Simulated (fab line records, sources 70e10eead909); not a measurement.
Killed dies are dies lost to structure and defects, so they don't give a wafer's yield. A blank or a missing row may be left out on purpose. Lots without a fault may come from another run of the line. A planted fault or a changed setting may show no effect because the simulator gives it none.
fab line records | flow nand_harc
record lots=12 wafers=36 last_day=34
route steps=1302 shown P_ZERO_WELL@26 P_STI@88 END@1302
lots that met no fault: from a run of the same line without faults
start_h: hours from the record's first day to the start of the lot's first wafer shown | wait_h: hours since the lot's step before | " the same as in the row above | L1.1+2: a row that stands for several wafers | - no value, or no start given | * or withheld: withheld | < > ~ a bound
route shown NAME@n: a module of which the file shows steps, and the number in the route of the first | usual: mean/standard deviation of fault-free wafers | same: alike in all rows | chamber/n: place in a boat | sites: the reading at each site | _std_site: their standard deviation | _edge_site: outer sites' mean less inner sites' | radius_mm: how far each site lies from the wafer's centre | mask NAME#n: copy n | behind: the tool/chamber that last shaped the wafer | hold: why the lot was held/for how many hours/how that ended | device: the transistor (n, p or np) that didn't switch | end of line: the same wafers' tests at the end of the route | a step without rows: its recipe alone | killed: dies lost to structure and defects at the first sort, not the wafer's yield | map: a wafer's dies, x killed, . not, _ none there
set.NAME: the setting as run; set.NAME@STEP: as run at that earlier step | model.NAME: the simulator's own value behind a step, which no gauge read
steps of the route over a sample of lots; a table a step, a row a wafer
services: from which hour (start_h, from the record's first day; less than 0 if before it) a tool's chamber was out of use, for how many hours, and why
## steps
# step NHARC_P_ZERO_WELL_EXPOSE_21
# recipe na=0.6 target_cd_nm=720 dose_mj=22.31 mask_id=P_NWELL
# usual focus_offset_nm=-0.1/0.58
# columns lot.wafer tool chamber start_h wait_h mask focus_offset_nm
L181.1 krf_scanner-04 0 22.43 - P_NWELL#0 -0.2
L181.3 " 0 " " P_NWELL#0 0.2
L181.6 " 0 " " P_NWELL#0 0.4
L182.1 krf_scanner-03 0 32.30 - P_NWELL#0 -0.6
L182.2 " 0 " " P_NWELL#0 -0.5
L182.5 " 0 " " P_NWELL#0 -0.7
L184.2 krf_scanner-04 0 52.31 - P_NWELL#0 0.9
L184.3 " 0 " " P_NWELL#0 0.8
L184.5 " 0 " " P_NWELL#0 -0.1
L185.2 krf_scanner-03 0 62.50 - P_NWELL#0 -0.7
L185.3 " 0 " " P_NWELL#0 -0.8
L185.5 " 0 " " P_NWELL#0 -0.3
L187.1 krf_scanner-02 0 82.65 - P_NWELL#0 0.2
L187.4 " 0 " " P_NWELL#0 -0.5
L187.6 " 0 " " P_NWELL#0 -0.1
L190.1 krf_scanner-04 0 112.44 - P_NWELL#0 -0.5
L190.2 " 0 " " P_NWELL#0 -0.9
L190.4 " 0 " " P_NWELL#0 0.4
L191.2 krf_scanner-02 0 122.44 - P_HVPW#0 0.6
L191.5 " 0 " " P_HVPW#0 -0.1
L191.6 " 0 " " P_HVPW#0 0.0
L195.4 krf_scanner-04 0 162.33 - P_NWELL#0 0.7
L195.5 " 0 " " P_NWELL#0 0.2
L195.6 " 0 " " P_NWELL#0 0.6
L200.1 krf_scanner-03 0 212.40 - P_NWELL#0 -0.9
L200.2 " 0 " " P_NWELL#0 -0.5
L200.6 " 0 " " P_NWELL#0 -0.5
L201.2 krf_scanner-02 0 222.46 - P_NWELL#0 -0.7
L201.3 " 0 " " P_NWELL#0 0.7
L201.4 " 0 " " P_NWELL#0 0.4
L202.1 krf_scanner-03 0 232.30 - P_NWELL#0 0.4
L202.2 " 0 " " P_NWELL#0 0.2
L202.5 " 0 " " P_NWELL#0 0.5
L203.1 krf_scanner-03 0 242.17 - P_NWELL#0 -0.4
L203.4 " 0 " " P_NWELL#0 -0.7
L203.6 " 0 " " P_NWELL#0 -0.8
# step NHARC_P_ZERO_WELL_CD_MEAS_24
# recipe target_cd_nm=720 landing_energy_ev=500
# usual cd_nm=721.7/2
# columns lot.wafer tool chamber start_h wait_h cd_nm
L181.1 cd_sem-02 0 22.59 - 722.6
L181.3 " 0 " " 721.2
L181.6 " 0 " " 720.6
L182.1 cd_sem-01 0 32.46 - 723.0
L182.2 " 0 " " 721.5
L182.5 " 0 " " 724.1
L184.2 cd_sem-02 0 52.47 - 720.5
L184.3 " 0 " " 722.6
L184.5 " 0 " " 722.7
L185.2 cd_sem-01 0 62.66 - 717.6
L185.3 " 0 " " 722.4
L185.5 " 0 " " 722.3
L187.1 cd_sem-01 0 82.81 - 724.7
L187.4 " 0 " " 723.3
L187.6 " 0 " " 723.0
L190.1 cd_sem-02 0 112.60 - 725.2
L190.2 " 0 " " 724.9
L190.4 " 0 " " 723.3
L191.2 cd_sem-01 0 122.60 - -
L191.5 " 0 " " -
L191.6 " 0 " " -
L195.4 cd_sem-02 0 162.48 - 723.7
L195.5 " 0 " " 722.1
L195.6 " 0 " " 722.2
L200.1 cd_sem-01 0 212.56 - 718.5
L200.2 " 0 " " 723.2
L200.6 " 0 " " 720.4
L201.2 cd_sem-03 0 222.62 - 720.8
L201.3 " 0 " " 722.5
L201.4 " 0 " " 721.1
L202.1 cd_sem-01 0 232.46 - 718.5
L202.2 " 0 " " 721.2
L202.5 " 0 " " 718.1
L203.1 cd_sem-02 0 242.32 - 721.7
L203.4 " 0 " " 725.5
L203.6 " 0 " " 722.7
# step NHARC_P_STI_ETCH_42
# recipe target_depth_a=800 overetch_a=240 time_s=61 ion_energy_ev=200 n2_flow_sccm=150 h2_flow_sccm=150 ar_flow_sccm=0 rf_w=400 bias_w=150 chemistry=N2/H2
# usual bias_w=150.1/0.48 drypump_motor_current_A=5.9/0.46 oes_product_au=0.997/0.013 rf_vpp_V=430.6/2.4 showerhead_plenum_p_Torr=2.04/0.084 throttle_valve_pct=14.170/0.0091
# columns lot.wafer tool chamber start_h wait_h bias_w drypump_motor_current_A oes_product_au rf_hours_counter_h rf_vpp_V showerhead_plenum_p_Torr throttle_valve_pct
L181.3 rie_diel-08 3 42.59 0.1 149.8 5.9 0.998 1.9 433.9 2.19 14.174
L181.1 " 0 " " 149.8 5.8 0.992 1.9 431.1 2.10 14.161
L181.6 " 3 " " 150.4 5.9 0.997 - 434.4 2.19 14.176
L182.1 rie_diel-08 0 53.49 0.1 150.0 5.8 0.988 3.8 432.0 2.09 14.171
L182.2 " 1 " " 150.8 5.6 0.976 2.7 429.8 2.02 14.174
L182.5 " 3 " " 150.1 5.9 1.005 - 436.7 2.19 14.173
L184.3 rie_diel-09 2 74.01 0.1 149.6 4.8 1.011 5.1 431.0 2.05 14.172
L184.2 " 0 " " 150.2 6.4 1.008 6.1 426.6 1.90 14.165
L184.5 " 3 " " 149.3 5.5 1.000 - 429.8 2.01 14.180
L185.2 rie_diel-04 2 85.50 0.1 150.1 6.1 1.008 2.6 430.3 2.01 14.170
L185.3 " 3 " " 150.0 6.5 1.008 2.4 429.8 2.02 14.176
L185.5 " 1 " " 149.3 6.4 0.999 - 434.0 2.16 14.171
L187.1 rie_diel-09 2 105.37 0.1 149.6 4.8 1.005 6.6 430.3 2.05 14.162
L187.4 " 0 " " 150.1 6.4 1.013 7.6 426.0 1.90 14.178
L187.6 " 1 " " 150.4 5.4 0.980 - 432.2 2.07 14.169
L190.4 rie_diel-08 2 136.36 0.1 150.3 6.3 0.994 7.0 428.7 1.95 14.179
L190.2 " 3 " " 150.3 5.9 1.006 10.2 433.5 2.18 14.169
L190.1 " 0 " " 150.6 5.8 0.991 10.4 430.6 2.09 14.178
L195.4 rie_diel-09 0 183.54 0.1 150.4 6.4 1.007 1.8 427.1 1.90 14.178
L195.5 " 1 " " 150.1 5.4 0.999 - 429.4 2.07 14.159
L195.6 " 2 " " 150.3 4.9 1.000 - 430.9 2.05 14.157
L200.2 rie_diel-08 2 235.92 0.1 150.1 6.3 0.993 2.6 428.3 1.95 14.175
L200.1 " 3 " " 150.2 5.9 1.024 2.8 434.7 2.18 14.178
L200.6 " 1 " " 150.0 5.6 0.992 - 431.0 2.01 14.184
L201.2 rie_diel-09 2 245.73 0.1 150.7 4.8 1.013 4.2 430.0 2.05 14.168
L201.3 " 3 " " 150.3 5.5 0.981 5.0 429.5 2.01 14.164
L201.4 " 1 " " 150.1 5.4 0.997 4.4 431.3 2.07 14.176
L202.1 rie_diel-04 0 255.42 0.1 149.3 6.0 1.015 3.8 426.6 1.90 14.189
L202.2 " 2 " " 150.0 6.1 1.000 4.7 429.4 2.01 14.184
L202.5 " 1 " " 149.7 6.4 0.995 - 434.0 2.15 14.187
L203.1 rie_diel-08 3 263.96 0.1 150.2 5.9 1.007 5.9 434.7 2.18 14.159
L203.4 " 0 " " 149.7 5.8 0.973 5.9 430.5 2.09 14.176
L203.6 " 0 " " 149.2 5.8 0.982 - 432.8 2.09 14.169
# step NHARC_P_STI_CD_MEAS_16
# usual cd_nm=200/3.5
# columns lot.wafer tool chamber start_h wait_h cd_nm
L181.1 cd_sem-01 - 42.97 - 204
L181.3 " - " " 204
L181.6 " - " " 203
L182.1 cd_sem-03 - 53.87 - 199
L182.2 " - " " 202
L182.5 " - " " 202
L184.2 cd_sem-03 - 74.40 - 192
L184.3 " - " " 194
L184.5 " - " " 198
L185.2 cd_sem-02 - 85.84 - 195
L185.3 " - " " 199
L185.5 " - " " 201
L187.1 cd_sem-01 - 105.72 - 200
L187.4 " - " " 198
L187.6 " - " " 198
L190.1 cd_sem-03 - 136.70 - 202
L190.2 " - " " 194
L190.4 " - " " 202
L195.4 cd_sem-01 - 183.88 - 197
L195.5 " - " " 195
L195.6 " - " " 200
L200.1 cd_sem-03 - 236.27 - 201
L200.2 " - " " 205
L200.6 " - " " 199
L201.2 cd_sem-01 - 246.08 - 202
L201.3 " - " " 203
L201.4 " - " " 199
L202.1 cd_sem-03 - 255.77 - 203
L202.2 " - " " 201
L202.5 " - " " 202
L203.1 cd_sem-03 - 264.31 - 195
L203.4 " - " " 197
L203.6 " - " " 199
# step NHARC_P_STI_INSPECT_25
# usual raw_defect_count=200/65
# columns lot.wafer tool chamber start_h wait_h raw_defect_count
L181.1 defect_inspect-02 - 70.17 0.4 228
L181.3 " - " " 126
L181.6 " - " " 144
L182.1 defect_inspect-02 - 81.77 0.4 199
L182.2 " - " " 183
L182.5 " - " " 209
L184.2 defect_inspect-01 - 102.65 0.4 113
L184.3 " - " " 276
L184.5 " - " " 238
L185.2 defect_inspect-02 - 112.13 0.4 226
L185.3 " - " " 143
L185.5 " - " " 166
L187.1 defect_inspect-01 - 134.22 0.4 244
L187.4 " - " " 248
L187.6 " - " " 222
L190.1 defect_inspect-02 - 165.56 0.4 127
L190.2 " - " " 228
L190.4 " - " " 200
L195.4 defect_inspect-01 - 219.03 0.4 216
L195.5 " - " " 172
L195.6 " - " " 158
L200.1 defect_inspect-02 - 264.94 0.4 187
L200.2 " - " " 164
L200.6 " - " " 265
L201.2 defect_inspect-02 - 275.77 0.4 244
L201.3 " - " " 275
L201.4 " - " " 291
L202.1 defect_inspect-01 - 293.00 0.4 150
L202.2 " - " " 201
L202.5 " - " " 116
L203.1 defect_inspect-02 - 293.00 0.4 168
L203.4 " - " " 149
L203.6 " - " " 105
# step NHARC_END_SORT_01
# recipe temp_c=25
# usual killed_at_array=56/17 killed_at_other=0.9/1.2 killed_at_periphery=3.9/2.5 killed_dies=61/17 killed_open=3.2/1.8 killed_short=2.7/1.7
# same gross_dies=677
# columns lot.wafer tool chamber start_h wait_h killed_at_array killed_at_other killed_at_periphery killed_dies killed_open killed_short
L191.2 prober-01 0 662.32 2.8 77 1 599 677 3 2
L191.5 prober-01 0 664.71 3.7 82 1 594 677 3 3
L191.6 prober-01 0 665.50 4.0 96 1 580 677 1 4
# killed by level:class
L191.2 P_ZERO_WELL:area_expose=597 A_CHANNEL_HOLE_D1:chamber_film_flake=29 A_SLIT:chamber_film_flake=27 A_CHANNEL_HOLE_D2:chamber_film_flake=10 A_CONTACT:chamber_film_flake=6 P_GATE:geometric_particle:short=1 A_ONON_D2:geometric_particle:short=1 A_WL_FILL:geometric_particle:open=1
L191.5 P_ZERO_WELL:area_expose=593 A_CHANNEL_HOLE_D1:chamber_film_flake=33 A_SLIT:chamber_film_flake=18 A_CHANNEL_HOLE_D2:chamber_film_flake=13 A_CONTACT:chamber_film_flake=12 P_M0:geometric_particle:open=1 A_ONON_D1:geometric_particle:short=1 A_DECK1_JOINT:geometric_particle:short=1
L191.6 P_ZERO_WELL:area_expose=579 A_SLIT:chamber_film_flake=36 A_CHANNEL_HOLE_D1:chamber_film_flake=30 A_CHANNEL_HOLE_D2:chamber_film_flake=14 A_CONTACT:chamber_film_flake=8 A_WL_FILL:geometric_particle:short=2 A_CHANNEL_FILL_D1:geometric_particle:short=1 A_DECK1_JOINT:geometric_particle:open=1
## services
# columns tool chamber start_h hours kind
krf_scanner-04 - 5.95 0.5 repair
rie_diel-08 1 10.37 18.3 repair
krf_scanner-04 - 13.41 4.0 pm
rie_diel-08 - 13.82 9.0 pm
rie_diel-08 2 31.56 25.2 repair
krf_scanner-04 - 44.18 0.3 repair
krf_scanner-03 - 52.00 4.0 pm
krf_scanner-02 - 59.08 5.9 repair
rie_diel-09 3 86.22 10.2 repair
rie_diel-08 1 89.39 4.4 repair
krf_scanner-02 - 94.00 4.0 pm
krf_scanner-02 - 98.32 1.5 repair
krf_scanner-04 - 126.96 1.3 repair
krf_scanner-02 - 137.11 0.3 repair
rie_diel-09 - 143.10 9.0 pm
rie_diel-08 - 152.29 1.1 repair
rie_diel-08 3 153.80 1.9 repair
krf_scanner-02 - 166.60 0.2 repair
krf_scanner-02 - 180.28 1.2 repair
krf_scanner-04 - 185.41 4.0 pm
rie_diel-08 - 190.83 9.0 pm
krf_scanner-03 - 224.00 4.0 pm
krf_scanner-03 - 245.66 0.7 repair
krf_scanner-03 - 250.28 3.7 repair
## key
first_sign step=NHARC_P_ZERO_WELL_EXPOSE_21 reading=mask direction=changed
effect step=NHARC_P_ZERO_WELL_CD_MEAS_24 reading=cd_nm direction=missing
effect step=NHARC_END_SORT_01 reading=killed_at_periphery direction=up sigmas=99+ usual=3.9 struck=591
more_kills_born_at NHARC_P_ZERO_WELL_EXPOSE_21@krf_scanner-02=1769
met_at NHARC_P_ZERO_WELL_EXPOSE_21
struck_lots L191
later_rows_left_out L191.2,L191.5,L191.6
tester_left_out L191
not_acting_at NHARC_P_STI_ETCH_42,NHARC_P_STI_CD_MEAS_16,NHARC_P_STI_INSPECT_25
onset_between 82.65 122.44
fault kind=wrong_mask tool=any chamber=- onset_h=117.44 steps=NHARC_P_ZERO_WELL_EXPOSE_21 aux_copy=P_HVPW#0 scope=struck_lots_only
# tester_left_out: of these lots the tester's yield and bins aren't shown, on N5 and GAA mostly nor the transistor test; their killed dies are dies lost to structure and defects alone, not to doping, threshold or leakage, so they don't give the yield
# later_rows_left_out: the simulator's readings of these wafers behind a module that went badly wrong aren't trusted and aren't shown, but for the sort
